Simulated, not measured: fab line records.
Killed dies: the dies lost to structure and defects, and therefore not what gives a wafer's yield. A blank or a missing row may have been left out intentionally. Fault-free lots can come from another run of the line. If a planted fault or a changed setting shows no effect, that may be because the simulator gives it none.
A lot that was struck, set against a sound lot / flow nand_harc / 15 steps out of a route of 1302
Sound: the wafers L289.1, L289.4, L289.6. Struck: wafer L293.4 (left out: L293.1, L293.2 of the same lot, which were not struck); the cause appears at the end.
Each step with rows lists, per side, the tool, then ch with its chambers, then its first start. Under that, the readings that differ: sound wafers / struck wafers / difference of the means / sigmas: that difference in standard deviations of wafers without a fault.
alike: same words and numbers on both sides, and readings whose means sit less than 2 such deviations apart. not compared: any withheld reading, any reading some wafer has no value for, any bound like >300 that may hide the same value, and any number with overlapping values for which the record gives no deviation.
The two part at a step that has a row with sigmas, a row that says differs or no value, or rows on one side only. When numbers do not overlap yet have no deviation, they are printed without sigmas and do not part them. Lack of a reading on every wafer of one side parts them only where that side has two or more wafers.

first, 6 steps without rows for these wafers: NHARC_A_DECK1_JOINT_CVD_34 (deposits SiNx, target thk 20 nm); NHARC_A_DECK1_JOINT_DEP_06 (deposits SiOx, target thk 80 nm); NHARC_A_DECK1_JOINT_CURE_26 (time 32 s); NHARC_A_DECK1_JOINT_ANNEAL_27 (time 3600 s); NHARC_A_DECK1_JOINT_ANNEAL_28 (time 1800 s); NHARC_A_DECK1_JOINT_ANNEAL_29 (time 1800 s).
NHARC_A_DECK1_JOINT_CMP_02: polishes SiOx.
  sound on cmp-03 ch 0,2, day 14 18:44; struck on cmp-03 ch 1, day 16 21:18
reading=motor_current_A (A); sound=13.9 11.3 14.8; struck=11.2; difference=-2.1; sigmas=-2
then, 1 step without rows for these wafers: NHARC_A_DECK1_JOINT_SRD_15.
NHARC_A_DECK1_JOINT_DEP_16: deposits SiO2, target thk 45 nm.
  sound on pecvd-03 ch 0,1,2, day 14 19:09; struck on pecvd-03 ch 0, day 16 21:41
  alike: heater_power_w, throttle_valve_pct
  not compared: since_wet_clean_h
NHARC_A_DECK1_JOINT_THK_MEAS_17: measures by ellipsometry.
  sound on film_metro-02, day 14 19:23; struck on film_metro-01, day 16 21:58
  alike: thk_nm
NHARC_A_DECK1_JOINT_INSPECT_05:
  sound on defect_inspect-02, day 14 19:25; struck on defect_inspect-02, day 16 22:00
  alike: raw_defect_count
NHARC_A_ONON_D2_DEP_00: target thk 1000 nm.
  sound on pecvd_onon-04 ch 0, day 14 19:29; struck on pecvd_onon-04 ch 0, day 16 22:04
  alike: n2_flow_sccm
NHARC_A_ONON_D2_THK_MEAS_02: measures by ellipsometry.
  sound on film_metro-01, day 14 19:59; struck on film_metro-01, day 16 22:35
reading=thk_nm (nm); sound=999 998 999; struck=1598; difference=+599; sigmas=+84
following that, 1 step holds no rows for these wafers, namely NHARC_A_ONON_D2_DEP_03 (target thickness 1000 nm).
-- record jumps: 12 days between struck wafers' starts before vs after; left off in module A_ONON_D2, resumes in module END, first step shown is number 1302 of the route --
NHARC_END_SORT_01:
  at this point the record logs the struck wafers (prober-02 ch 0, day 29 05:03) and has no rows for the sound ones

## WHERE THEY PART
At NHARC_A_DECK1_JOINT_CMP_02 first; at NHARC_END_SORT_01 last (within this record only).

WHY: the cause the simulator had injected
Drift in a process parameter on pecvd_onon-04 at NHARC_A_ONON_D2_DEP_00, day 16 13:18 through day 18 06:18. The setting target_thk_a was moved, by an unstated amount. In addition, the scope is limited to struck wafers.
